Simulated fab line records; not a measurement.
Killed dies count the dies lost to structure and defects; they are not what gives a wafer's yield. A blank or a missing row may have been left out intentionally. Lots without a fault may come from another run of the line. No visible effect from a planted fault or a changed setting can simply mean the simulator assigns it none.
fab line records	flow n5_finfet
[record] lots = 5	wafers = 12	last_day = 17
route steps=1938 shown FIN_SAQP@126 FIN_CUT@154 STI_FIN_REVEAL@207 BEOL_M4@1111 PASSIVATION@1936
lots that met no fault: from a run of the same line without faults
start_h: hours from the record's opening day to when the first of the lot's shown wafers began	wait_h: hours since the lot's step before	" the same as in the row above	L1.1+2: several wafers, shown together as one row	- value missing, or start not given	* or withheld: withheld	< > ~ a bound
route shown NAME@n: NAME is a module with steps in the file, n the number in the route of the first one	usual: mean and standard deviation over wafers with no fault	same: alike in all rows	chamber/n: place in a boat	sites: each site's reading	_std_site: standard deviation across them	_edge_site: inner sites' mean taken away from outer sites' mean	radius_mm: how far each site lies from the wafer's centre	mask NAME#n: copy n	behind: tool/chamber where the wafer was last shaped	hold: why the lot was held/for how many hours/how that ended	device: which transistor (n, p or np) failed to switch	end of line: the route-end tests of the same wafers	where a step has no rows: the recipe by itself	killed: count of dies lost to structure and defects at first sort (not the wafer's yield)	map: dies across one wafer; x = killed, . = not, _ = none there
set.NAME: setting as actually run; set.NAME@STEP: the setting as run at that earlier step	model.NAME: the simulator's own value behind a step, which no gauge read
lots seen at some steps along the route; tables by step, rows by wafer
services: a tool's chamber out of use, with start hour (start_h, from the record's first day; less than 0 if before it), hours out, and reason
[[steps]]
[step N5_FIN_SAQP_SPACER1_ETCHBACK_25]
[recipe] chemistry = CHF3/O2	mode = anisotropic_etchback	target = SiO2	target_depth_a = 244	time_s = 12.2	pressure_mtorr = 30	source_w = 650	bias_w = 170	Ar_flow_sccm = 200	CHF3_flow_sccm = 50	O2_flow_sccm = 5	ion_energy_ev = 200
[step N5_FIN_SAQP_MANDREL1_REMOVE_56]
[recipe] chemistry = HBr/Cl2/O2	bt_time_s = 10	target = a-Si	stop_on = SiNx	endpoint = OES-SiCl	over_etch_frac = 1	icp_w = 600	bias_w = 22	HBr_flow_sccm = 150	Cl2_flow_sccm = 80	O2_flow_sccm = 5	pressure_mtorr = 10
[step N5_FIN_SAQP_ETCH_57]
[recipe] chemistry = CH3F/O2	target = SiNx	mask_material = SiO2	target_depth_a = 325	time_s = 46.4	pressure_mtorr = 30	source_w = 395	bias_w = 73	Ar_flow_sccm = 150	CH3F_flow_sccm = 30	O2_flow_sccm = 20	ion_energy_ev = 120	ends = cleared
[step N5_FIN_SAQP_ETCH_65]
[recipe] chemistry = CF4	target = SiO2	target_depth_a = 40	ion_energy_ev = 350	time_s = 4.4	pressure_mtorr = 10	icp_w = 800	bias_w = 400	cf4_flow_sccm = 80
[step N5_FIN_SAQP_MANDREL_ETCH_58]
[recipe] chemistry = HBr/Cl2	target = a-Si	target_depth_a = 450	bt_time_s = 10	stop_on = SiNx	mask_material = SiO2	over_etch_frac = 0.8	time_s = 27	pressure_mtorr = 10	icp_w = 800	bias_w = 75	HBr_flow_sccm = 150	Cl2_flow_sccm = 80	ends = end_point
[step N5_FIN_SAQP_RECESS_63]
[recipe] chemistry = HF/NH3	target = SiO2	target_depth_a = 180	afs_cycles = 3	temp_c = 30	sublimation_temp_c = 180	sublimation_time_s = 60
[step N5_FIN_SAQP_COAT_68]
[recipe] resist = SOC	temp_c = 250	time_s = 60	spin_rpm = 1500	resist_thk_nm = 100
[step N5_FIN_SAQP_ETCH_69]
[recipe] chemistry = N2/H2	target = SOC	target_depth_a = 1500	stop_on = SiNx	ion_energy_ev = 100	bias_w = 61	pressure_mtorr = 30	source_w = 850	n2_flow_sccm = 200	h2_flow_sccm = 200
[step N5_FIN_SAQP_ETCH_67]
[recipe] chemistry = CH3F/O2	target = SiNx	target_depth_a = 300	mask_material = SOC	pressure_mtorr = 30	source_w = 395	bias_w = 73	Ar_flow_sccm = 150	CH3F_flow_sccm = 30	O2_flow_sccm = 20	ion_energy_ev = 120
[step N5_FIN_SAQP_STRIP_70]
[recipe] chemistry = N2/H2	power_w = 500	temp_c = 40	pressure_mtorr = 50	rf_frequency_hz = 6e+07	overash_fraction = 0.3	bias_power_w = 28	h2_frac = 0.5	n2_flow_sccm = 300	h2_flow_sccm = 300
[step N5_FIN_SAQP_RECESS_71]
[recipe] chemistry = HF/NH3	target = SiO2	target_depth_a = 30	afs_cycles = 1	temp_c = 30	sublimation_temp_c = 180	sublimation_time_s = 60
[step N5_FIN_SAQP_SPACER2_ALD_28]
[recipe] material = SiO2	target_thk_a = 81	temp_c = 300	ald_precursor_family = BDEAS	ald_co_reactant = O2-plasma	pulse_time_s = 1	purge_time_s = 2	co_reactant_purge_time_s = 2	pressure_torr = 2
[usual] heater_power_w = 473/31	precursor_pulse_height_rel = 1.001/0.019
lot.wafer	tool	chamber	start_h	wait_h	heater_power_w	precursor_pulse_height_rel	model.SiO2_of_FIN_SAQP_SPACER2_ALD_28.thk_nm
L633.2	ald_sin-04	3	55.08	0.1	498	0.998	8.2
L633.3	"	2	"	"	466	1.014	8
L633.5	"	3	"	"	492	0.963	8
L639.1	ald_sin-04	2	94.75	2.2	463	0.990	10.8
L639.3	"	0	"	"	468	1.009	8
L640.1	ald_sin-04	2	102.25	3.1	475	1.031	10.8
L640.6	"	2	"	"	465	0.974	8
L642.2	ald_sin-04	2	109.52	0.1	474	1.010	10.8
L642.3	"	3	"	"	492	1.012	8.2
L649.1	ald_sin-02	2	152.96	0.1	433	0.986	8.2
L649.5	"	2	"	"	442	1.004	8.2
L649.6	"	1	"	"	404	0.962	8.2
[step N5_FIN_SAQP_SPACER2_ETCHBACK_29]
[recipe] chemistry = CHF3/O2	mode = anisotropic_etchback	target = SiO2	target_depth_a = 122	time_s = 6.1	pressure_mtorr = 30	source_w = 650	bias_w = 170	Ar_flow_sccm = 200	CHF3_flow_sccm = 50	O2_flow_sccm = 5	ion_energy_ev = 200
[step N5_FIN_SAQP_MANDREL2_REMOVE_60]
[recipe] chemistry = HBr/Cl2/O2	bt_time_s = 10	target = a-Si	stop_on = SiNx	endpoint = OES-SiCl	over_etch_frac = 1	icp_w = 600	bias_w = 22	HBr_flow_sccm = 150	Cl2_flow_sccm = 80	O2_flow_sccm = 5	pressure_mtorr = 10
[usual] HBr_flow_sccm = 150.0/0.45	drypump_motor_current_A = 5.6/0.48	oes_product_au = 1.008/0.015	throttle_valve_pct = 36.70/0.23
lot.wafer	tool	chamber	start_h	wait_h	HBr_flow_sccm	drypump_motor_current_A	oes_product_au	rf_hours_counter_h	throttle_valve_pct	model.FIN_SAQP.cd_nm
L633.2	rie_si-01	2	55.52	0.1	149.8	5.9	0.999	107	36.62	8.2
L633.3	"	3	"	"	149.7	5.1	1.003	113	36.67	8
L633.5	"	1	"	"	149.2	5.3	0.991	-	37.09	8.2
L639.1	rie_si-01	2	95.28	0.1	149.8	5.9	1.002	108	36.62	10.8
L639.3	"	0	"	"	151.0	5.1	1.016	43	36.76	8
L640.1	rie_si-04	3	102.67	0.1	150.5	6.3	1.014	128	36.41	10.8
L640.6	"	3	"	"	150.2	6.3	1.015	-	36.40	8
L642.2	rie_si-01	2	109.93	0.1	150.1	5.9	0.998	108	36.63	10.8
L642.3	"	1	"	"	150.0	5.3	0.996	15	37.09	8.2
L649.1	rie_si-01	1	153.40	0.1	150.5	5.4	1.004	16	37.09	8.2
L649.5	"	0	"	"	150.4	5.1	1.021	-	36.76	8
L649.6	"	3	"	"	149.2	5.1	1.004	-	36.69	8
[step N5_FIN_SAQP_CD_MEAS_31]
[recipe] target_cd_nm = 8	landing_energy_ev = 1000	detector = se_inlens	polarity = line
[usual] cd_nm = 8.09/0.2
lot.wafer	tool	chamber	start_h	wait_h	cd_nm
L633.2	cd_sem-01	0	55.63	0.1	8.34
L633.3	"	0	"	"	8.20
L633.5	"	0	"	"	8.26
L639.1	cd_sem-03	0	95.39	0.1	10.73
L639.3	"	0	"	"	7.89
L640.1	cd_sem-03	0	102.77	0.1	10.73
L640.6	"	0	"	"	8.07
L642.2	cd_sem-01	0	110.05	0.1	10.80
L642.3	"	0	"	"	7.81
L649.1	cd_sem-01	0	153.51	0.1	7.81
L649.5	"	0	"	"	8.15
L649.6	"	0	"	"	8.08
[step N5_FIN_SAQP_HM_OPEN_33]
[recipe] chemistry = CH3F/O2	target = SiNx	mask_material = SiO2	target_depth_a = 494	time_s = 70.6	pressure_mtorr = 30	source_w = 395	bias_w = 73	Ar_flow_sccm = 150	CH3F_flow_sccm = 30	O2_flow_sccm = 20	ion_energy_ev = 120	ends = cleared
[step N5_FIN_SAQP_ETCH_34]
[recipe] chemistry = C4F6/O2	target = SiO2	target_depth_a = 450	time_s = 15	ion_energy_ev = 250	pressure_mtorr = 30	source_w = 345	bias_w = 185	Ar_flow_sccm = 300	C4F6_flow_sccm = 10	O2_flow_sccm = 10	ends = cleared
[step N5_FIN_SAQP_STRIP_77]
[recipe] chemistry = N2/H2	time_s = 90	power_w = 100	temp_c = 40	pressure_mtorr = 100	rf_frequency_hz = 6e+07	bias_power_w = 3	n2_flow_sccm = 300	h2_flow_sccm = 300
[step N5_FIN_SAQP_HM_CD_35]
[recipe] target_cd_nm = 8	polarity = line
[usual] cd_nm = 8.11/0.23
lot.wafer	tool	chamber	start_h	wait_h	cd_nm
L633.2	cd_sem-02	-	55.91	0.1	8.27
L633.3	"	-	"	"	7.94
L633.5	"	-	"	"	8.06
L639.1	cd_sem-02	-	95.76	0.1	10.50
L639.3	"	-	"	"	8.35
L640.1	cd_sem-03	-	103.11	0.1	10.46
L640.6	"	-	"	"	8.32
L642.2	cd_sem-02	-	110.31	0.1	11.03
L642.3	"	-	"	"	8.11
L649.1	cd_sem-01	-	153.86	0.1	7.96
L649.5	"	-	"	"	8.05
L649.6	"	-	"	"	8.14
[step N5_FIN_SAQP_ETCH_64]
[recipe] chemistry = CF4	target = SiO2	target_depth_a = 15	ion_energy_ev = 350	pressure_mtorr = 10	icp_w = 800	bias_w = 400	cf4_flow_sccm = 80
[step N5_FIN_SAQP_FIN_ETCH_36]
[recipe] chemistry = HBr/Cl2/O2	target_depth_a = 1200	mask_material = SiNx	time_s = 50.4	bias_w = 102	pressure_mtorr = 10	icp_w = 800	HBr_flow_sccm = 150	Cl2_flow_sccm = 80	O2_flow_sccm = 12
[usual] HBr_flow_sccm = 150.0/0.45	drypump_motor_current_A = 5.7/0.5	oes_product_au = 1.009/0.017	throttle_valve_pct = 36.00/0.25
lot.wafer	tool	chamber	start_h	wait_h	HBr_flow_sccm	drypump_motor_current_A	oes_product_au	rf_hours_counter_h	throttle_valve_pct	model.FIN_SAQP.cd_nm
L633.2	rie_si-03	3	55.97	0.0	149.7	6.1	1.019	108	36.01	8.2
L633.3	"	1	"	"	149.1	5.9	1.015	98	36.31	8.2
L633.5	"	0	"	"	150.3	5.4	0.975	-	35.56	8.2
L639.1	rie_si-04	1	95.83	0.0	151.0	4.9	1.017	131	36.23	11
L639.3	"	2	"	"	150.1	6.8	1.012	97	35.63	8.2
L640.1	rie_si-01	2	103.18	0.0	149.7	5.9	1.002	108	35.96	10.8
L640.6	"	2	"	"	149.3	5.9	1.005	-	35.94	8
L642.2	rie_si-03	3	110.38	0.0	150.1	6.1	1.049	109	35.97	11
L642.3	"	2	"	"	150.3	5.6	1.016	3	36.05	8.2
L649.1	rie_si-04	0	153.93	0.0	149.6	5.6	1.013	151	35.96	8.2
L649.5	"	0	"	"	149.7	5.7	1.017	-	35.97	8.2
L649.6	"	3	"	"	149.0	6.3	1.022	-	35.73	8.2
[step N5_FIN_SAQP_CD_MEAS_37]
[recipe] target_cd_nm = 8	polarity = line
[usual] cd_nm = 8.08/0.23
lot.wafer	tool	chamber	start_h	wait_h	cd_nm
L633.2	cd_sem-01	-	56.10	0.1	8.12
L633.3	"	-	"	"	8.10
L633.5	"	-	"	"	7.77
L639.1	cd_sem-02	-	95.94	0.1	10.66
L639.3	"	-	"	"	7.86
L640.1	cd_sem-01	-	103.29	0.1	10.97
L640.6	"	-	"	"	8.11
L642.2	cd_sem-01	-	110.50	0.1	11.00
L642.3	"	-	"	"	8.24
L649.1	cd_sem-03	-	154.05	0.1	8.20
L649.5	"	-	"	"	8.31
L649.6	"	-	"	"	8.08
[step N5_FIN_SAQP_PRECLEAN_38]
[recipe] chemistry = O3/DIW	time_s = 45	temp_c = 22	o3_ppm = 10
[step N5_FIN_SAQP_PRECLEAN_45]
[recipe] chemistry = dHF	time_s = 10	dilution = 500:1	temp_c = 25
[step N5_FIN_SAQP_SRD_39]
[recipe] dry = ipa_marangoni	time_s = 30	temp_c = 23	rinse_liquid = diw
[step N5_FIN_CUT_COAT_18]
[recipe] resist = SOC	temp_c = 250	time_s = 60	spin_rpm = 1500	resist_thk_nm = 230
[step N5_FIN_CUT_COAT_19]
[recipe] resist = SiARC	temp_c = 220	time_s = 60	spin_rpm = 1500	resist_thk_nm = 20
[step N5_FIN_CUT_COAT_29]
[recipe] resist = underlayer	temp_c = 205	time_s = 60	spin_rpm = 1500	resist_thk_nm = 10
[step N5_FIN_CUT_COAT_02]
[recipe] resist = CAR-EUV	spin_rpm = 1500	resist_thk_nm = 30
[step N5_FIN_CUT_EBR_04]
[recipe] solvent = PGMEA	ebr_width_mm = 1.5
[step N5_FIN_CUT_SOFTBAKE_03]
[recipe] temp_c = 110	time_s = 60	resist = CAR-EUV
[step N5_FIN_CUT_EXPOSE_05]
[recipe] mask_id = FIN_CUT	na = 0.33	source_shape = annular	sigma_inner = 0.35	sigma_outer = 0.8	polarization = unpolarized	dose_mj = 45.75
[step N5_FIN_CUT_PEB_06]
[recipe] peb_temp_c = 100	peb_time_s = 60	resist = CAR-EUV
[step N5_FIN_CUT_DEVELOP_07]
[recipe] develop_time_s = 30	developer = TMAH	resist = CAR-EUV	rinse_liquid = surfactant_rinse	dry = air_spin	dev_temp_c = 23
[step N5_FIN_CUT_DESCUM_13]
[recipe] chemistry = O2	time_s = 7	source_power_w = 50	bias_power_w = 20	pressure_mtorr = 20	rf_frequency_hz = 2.712e+07	temp_c = 40	resist = CAR-EUV	o2_flow_sccm = 225
[step N5_FIN_CUT_ETCH_30]
[recipe] chemistry = N2/H2	target = underlayer	target_depth_a = 130	mask_material = CAR-EUV	time_s = 10.4	ion_energy_ev = 200	pressure_mtorr = 30	source_w = 840	bias_w = 150	n2_flow_sccm = 200	h2_flow_sccm = 200	ends = cleared
[step N5_STI_FIN_REVEAL_CD_MEAS_22]
[recipe] target_cd_nm = 6.238	pitch_nm = 28	polarity = line
[usual] cd_nm = 6.23/0.25
lot.wafer	tool	chamber	start_h	wait_h	cd_nm
L633.2	cd_sem-02	-	67.03	0.0	6.49
L633.3	"	-	"	"	6.70
L633.5	"	-	"	"	6.13
L639.1	cd_sem-01	-	109.73	0.0	9.30
L639.3	"	-	"	"	6.41
L640.1	cd_sem-01	-	113.59	0.0	9.15
L640.6	"	-	"	"	6.01
L642.2	cd_sem-03	-	121.13	0.0	9.13
L642.3	"	-	"	"	5.95
L649.1	cd_sem-02	-	167.58	0.0	6.57
L649.5	"	-	"	"	6.24
L649.6	"	-	"	"	5.83
[step N5_BEOL_M4_RC_MEAS_101]
[usual] DIBL_N = 35.9/1.4	DIBL_P = 35.9/1.7	IOFF_N = 0.155/0.023	IOFF_N_85C = 3.1/0.38	IOFF_N_LIN = 0.072/0.009	IOFF_P = 0.201/0.029	IOFF_P_85C = 3.5/0.43	IOFF_P_LIN = 0.096/0.011	ION_N = 672/8.8	ION_P = 460/7	SS_N = 71.6/0.48	SS_P = 73.1/0.64	VT_N = 250.0/3	VT_N_LVT = 98.6/2.6	VT_P = -251.6/3	VT_P_LVT = -99.6/2.3
lot.wafer	tool	chamber	start_h	wait_h	DIBL_N[mV/V]	DIBL_P[mV/V]	IOFF_N[nA/um]	IOFF_N_85C[nA/um]	IOFF_N_LIN[nA/um]	IOFF_P[nA/um]	IOFF_P_85C[nA/um]	IOFF_P_LIN[nA/um]	ION_N[uA/um]	ION_P[uA/um]	SS_N[mV/dec]	SS_P[mV/dec]	VT_N[mV]	VT_N_LVT[mV]	VT_P[mV]	VT_P_LVT[mV]
L633.2	prober-01	0	192.04	0.2	36.7	38.5	0.181	3.4	0.080	0.222	3.8	0.098	680	459	72.2	73.5	249.0	99.6	-252.3	-99.7
L633.3	"	0	"	"	36.0	37.7	0.166	3.2	0.075	0.207	3.7	0.097	674	463	71.6	73.1	250.0	100.6	-253.5	-102.2
L633.5	"	0	"	"	36.0	37.6	0.165	3.2	0.076	0.207	3.6	0.095	676	461	71.5	74.0	248.4	99.3	-251.6	-101.0
L640.1	prober-02	0	245.48	0.0	53.2	57.7	1.516	20.4	0.503	1.168	15.3	0.345	800	525	74.6	78.0	209.7	59.7	-228.7	-75.7
L640.6	"	0	"	"	38.1	36.3	0.165	3.2	0.075	0.204	3.5	0.096	677	457	71.8	72.6	250.8	98.5	-250.2	-97.5
L639.1	prober-01	0	248.38	0.0	52.1	60.8	1.982	26.0	0.610	1.532	18.8	0.428	803	533	75.6	79.7	206.6	54.4	-225.2	-71.4
L639.3	"	0	"	"	33.8	36.1	0.148	3.0	0.070	0.212	3.6	0.101	672	468	72.0	72.9	249.1	96.7	-249.2	-97.7
L642.2	prober-01	0	252.21	0.2	53.9	59.8	2.029	26.0	0.637	1.615	20.4	0.446	815	531	75.4	79.1	205.1	55.1	-221.3	-70.8
L642.3	"	0	"	"	36.7	36.6	0.178	3.4	0.080	0.247	4.3	0.116	675	466	71.5	73.5	247.9	96.0	-248.8	-96.1
L649.1	prober-01	0	304.23	0.0	35.2	36.3	0.178	3.4	0.081	0.210	3.6	0.102	670	457	71.9	73.7	245.9	94.3	-247.7	-99.0
L649.5	"	0	"	"	34.9	35.6	0.163	3.1	0.077	0.206	3.6	0.101	677	464	71.5	73.9	247.7	96.4	-251.7	-98.8
L649.6	"	0	"	"	34.4	35.6	0.162	3.1	0.075	0.198	3.5	0.098	666	454	71.1	73.4	247.2	97.0	-248.7	-98.6
[step N5_PASSIVATION_PROBE_49]
[usual] defect_limited_yield = 91.7/1.5	killed_at_M0_to_M3 = 30/8.6	killed_at_M4_up = 12/4.5	killed_at_contacts = 13/5.8	killed_at_front_end = 38/11	killed_at_other = 4/3	killed_dies = 97/17	killed_open = 63/12	killed_short = 32/8.8	sort_bin_4_leakage = 0/0	sort_bin_5_function = 4.8/0.91	sort_bin_6_memory = 3.1/0.68	sort_n_pass = 1083/17	sort_yield_pct = 91.7/1.5
[same] gross_dies = 1180	killed_at_back_side = 0	sort_bin_8_speed[%] = 0
lot.wafer	tool	chamber	start_h	wait_h	defect_limited_yield[%]	killed_at_M0_to_M3	killed_at_M4_up	killed_at_contacts	killed_at_front_end	killed_at_other	killed_dies	killed_open	killed_short	sort_bin_4_leakage[%]	sort_bin_5_function[%]	sort_bin_6_memory[%]	sort_n_pass	sort_yield_pct[%]
L640.1	prober-02	-	349.39	0.0	90.9	34	11	9	41	12	107	73	32	90.93	4.3	4.2	0	0
L640.6	prober-02	-	349.64	0.3	89.2	39	12	17	54	5	127	82	42	0	5.7	4.6	1053	89.2
L639.1	prober-02	-	357.00	0.0	91.9	25	8	16	47	0	96	70	26	91.86	4.9	3.1	0	0
L639.3	prober-02	-	357.10	0.1	91.5	29	13	16	42	0	100	64	34	0	4.7	3.2	1080	91.5
L642.2	prober-01	-	357.54	0.1	92.5	38	13	14	22	2	89	68	20	92.46	4.9	2.5	0	0
L642.3	prober-01	-	357.59	0.1	90.9	34	16	25	27	5	107	75	32	0	5.2	3.4	1073	90.9
L649.5	prober-02	-	417.98	0.2	91.0	22	23	12	46	3	106	58	46	0	4.7	3.9	1074	91.0
// killed by level:class
L640.1 BEOL_M0_SAQP:geometric_particle:open=9 FIN_SAQP:geometric_particle:short=8 DUMMY_GATE:geometric_particle:open=8 MOL_CONTACT_COAG:geometric_particle:open=8 BEOL_M0_SAQP:geometric_particle:short=8 PAD_METAL:geometric_particle:open=7 BEOL_M1:geometric_particle:open=6 FIN_SAQP:geometric_particle:open=5
L640.6 GATE_CUT:geometric_particle:short=18 BEOL_M2:geometric_particle:open=17 MOL_CONTACT_COAG:geometric_particle:open=14 GATE_CUT:geometric_particle:open=11 BEOL_M4:geometric_particle:open=8 FIN_SAQP:geometric_particle:open=7 BEOL_M0_SAQP:geometric_particle:short=5 FIN_SAQP:geometric_particle:short=4
L639.1 FIN_SAQP:geometric_particle:open=13 MOL_CONTACT_COAG:geometric_particle:open=13 DUMMY_GATE:geometric_particle:open=12 BEOL_M3:geometric_particle:open=10 FIN_SAQP:geometric_particle:short=7 STARTING-WAFER:geometric_particle:short=5 BEOL_M4:geometric_particle:open=4 BEOL_M0:geometric_particle:open=3
L639.3 FIN_SAQP:geometric_particle:open=16 MOL_CONTACT_COAG:geometric_particle:open=11 STI_FIN_REVEAL:geometric_particle:open=9 BEOL_M0:geometric_particle:short=7 BEOL_M0_SAQP:geometric_particle:open=5 MOL_CONTACT_COAG:geometric_particle:short=5 DUMMY_GATE:geometric_particle:open=4 BEOL_M0_SAQP:geometric_particle:short=4
L642.2 MOL_CONTACT_COAG:geometric_particle:open=12 BEOL_M0_SAQP:geometric_particle:open=11 STI_FIN_REVEAL:geometric_particle:open=8 BEOL_M2:geometric_particle:open=8 BEOL_M3:geometric_particle:open=7 FIN_SAQP:geometric_particle:open=5 BEOL_M0_SAQP:geometric_particle:short=5 STARTING-WAFER:geometric_particle:open=4
L642.3 MOL_CONTACT_COAG:geometric_particle:open=18 BEOL_M3:geometric_particle:open=9 STI_FIN_REVEAL:geometric_particle:open=7 MOL_CONTACT_COAG:geometric_particle:short=7 BEOL_M5:geometric_particle:open=7 BEOL_M0_SAQP:geometric_particle:short=6 BEOL_M1:geometric_particle:open=6 FIN_SAQP:geometric_particle:open=4
L649.5 FIN_SAQP:geometric_particle:short=20 FIN_SAQP:geometric_particle:open=10 MOL_CONTACT_COAG:geometric_particle:open=8 BEOL_M1:geometric_particle:open=7 BEOL_M8:geometric_particle:open=7 STI_FIN_REVEAL:geometric_particle:open=5 BEOL_M4:geometric_particle:open=5 MOL_CONTACT_COAG:geometric_particle:short=4
// map L639.3 (x killed, . not)
_________________............________________
______________............x..x.._____________
___________........................__________
__________..x.........x..x.x........_________
________..................x..........._______
_______.....x..x.....x.................______
______....xx.x................x....x...._____
_____.......x................x.......xx..____
____x....................x.......x........___
___xx...................x.....x..x.....x...__
___...............................x.......x__
__......x.............x.........x.....x....._
__.......x...................x..x..........x_
_............................................
_......x...............x..x......x...........
_...........................x......x......x..
_.x..................................x.......
_..x...x..............x.........x.x......x...
_.x.............x.x.x..........x.....x.......
_.....x......................................
_.........x........x....................x....
__.........x.............x.....x..........x._
__........x...x............................._
___......x.................................__
___..x..................x..............x.x.__
____.x....................x..x...........x___
_____.x.........x......x....x............____
______......x..........x.....x...x......_____
_______..x....x..............x..x....x.______
________......xx....x.x......x.......x_______
__________.............x....x......._________
___________.............x..........__________
______________.................._____________
_________________............________________
// map L640.6 (x killed, . not)
_________________....x.......________________
______________...........x......_____________
___________......x....x...x......x.__________
__________......xxx................x_________
________............x.x.........x....._______
_______...x....................x.....x.______
______.x...................x........x..._____
_____..........xx.........x.....x..x.....____
____........x.......x..x..................___
___..x.xx..........x..........x............__
___xx......x..x..x.............x...........__
__............x.........x..................._
__....x.............x......................._
_...x....x.................x..x...xx.........
_........x....x..............................
_xx............x.....x....x........x.x.....x.
_.....x........x.............................
_..........xx...............x..............x.
_.x......x...x..x.....x......................
_.x............................x..........x..
_............................................
__..x..........x.x......x..............xx..x_
__....x.x.........................x........._
___..........xx.x.xx..............xx.......__
___.x..x.....x................x.x..x.......__
____....x.......x.x...........x...x.......___
_____............x.........x.....x..xx...____
______x..x.................x.........x.._____
_______.x.....x........................______
________.......x...........x......x.x._______
__________..x..x............x......x_________
___________.x.................x.x..__________
______________x..x....x........._____________
_________________...x.....x..________________
[[services]]
tool	chamber	start_h	hours	kind
rie_si-01	3	46.02	3.3	repair
ald_sin-02	2	46.88	10.9	repair
ald_sin-02	1	50.05	61.4	repair
ald_sin-02	-	56.50	0.8	repair
ald_sin-02	0	88.15	6.4	repair
ald_sin-02	-	93.85	6.0	pm
rie_si-01	0	97.66	6.8	repair
rie_si-04	-	111.63	2.9	repair
rie_si-04	-	118.74	14.6	pm
rie_si-04	2	147.65	6.1	repair
rie_si-03	2	152.56	1.8	repair
[[key]]
[first_sign] step = N5_FIN_SAQP_CD_MEAS_31	reading = cd_nm	direction = up	sigmas = 14	usual = 8.09	struck = 10.75
[effect] step = N5_FIN_SAQP_HM_CD_35	reading = cd_nm	direction = up	sigmas = 11	usual = 8.11	struck = 10.66
[effect] step = N5_FIN_SAQP_CD_MEAS_37	reading = cd_nm	direction = up	sigmas = 12	usual = 8.08	struck = 10.87
[effect] step = N5_STI_FIN_REVEAL_CD_MEAS_22	reading = cd_nm	direction = up	sigmas = 12	usual = 6.23	struck = 9.20
[effect] step = N5_BEOL_M4_RC_MEAS_101	reading = IOFF_N	direction = up	sigmas = 72	usual = 0.155	struck = 1.842
[effect] step = N5_BEOL_M4_RC_MEAS_101	reading = IOFF_N_LIN	direction = up	sigmas = 57	usual = 0.072	struck = 0.583
[effect] step = N5_BEOL_M4_RC_MEAS_101	reading = IOFF_N_85C	direction = up	sigmas = 55	usual = 3.1	struck = 24.1
[effect] step = N5_BEOL_M4_RC_MEAS_101	reading = IOFF_P	direction = up	sigmas = 43	usual = 0.201	struck = 1.439
[effect] step = N5_BEOL_M4_RC_MEAS_101	reading = IOFF_P_85C	direction = up	sigmas = 34	usual = 3.5	struck = 18.1
[effect] step = N5_BEOL_M4_RC_MEAS_101	reading = IOFF_P_LIN	direction = up	sigmas = 28	usual = 0.096	struck = 0.406
[effect] step = N5_BEOL_M4_RC_MEAS_101	reading = VT_N_LVT	direction = down	sigmas = 16	usual = 98.6	struck = 56.4
[effect] step = N5_BEOL_M4_RC_MEAS_101	reading = ION_N	direction = up	sigmas = 15	usual = 672	struck = 806
[effect] step = N5_BEOL_M4_RC_MEAS_101	reading = VT_N	direction = down	sigmas = 14	usual = 250.0	struck = 207.1
[effect] step = N5_BEOL_M4_RC_MEAS_101	reading = DIBL_P	direction = up	sigmas = 14	usual = 35.9	struck = 59.4
[effect] step = N5_BEOL_M4_RC_MEAS_101	reading = DIBL_N	direction = up	sigmas = 12	usual = 35.9	struck = 53.1
[effect] step = N5_BEOL_M4_RC_MEAS_101	reading = VT_P_LVT	direction = up	sigmas = 12	usual = -99.6	struck = -72.6
[effect] step = N5_PASSIVATION_PROBE_49	reading = sort_bin_4_leakage	direction = up	sigmas = 99+	usual = 0	struck = 91.75
[model_effect] step = N5_FIN_SAQP_SPACER2_ALD_28	value = SiO2_of_FIN_SAQP_SPACER2_ALD_28.thk_nm	without = 8.133	struck = 10.8
[model_effect] step = N5_FIN_SAQP_MANDREL2_REMOVE_60	value = FIN_SAQP.cd_nm	without = 8.067	struck = 10.8
[model_effect] step = N5_FIN_SAQP_FIN_ETCH_36	value = FIN_SAQP.cd_nm	without = 8.267	struck = 10.93
met_at N5_FIN_SAQP_SPACER2_ALD_28
struck_wafers L639.1,L640.1,L642.2
onset_between 55.08 94.75
[fault] kind = process_parameter_drift	tool = ald_sin-04	chamber = -	onset_h = 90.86	steps = N5_FIN_SAQP_SPACER2_ALD_28	channel = target_thk_a	offset = *	shape = step	end_h = 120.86	scope = struck_wafers_only	acts_in = *	stated = *
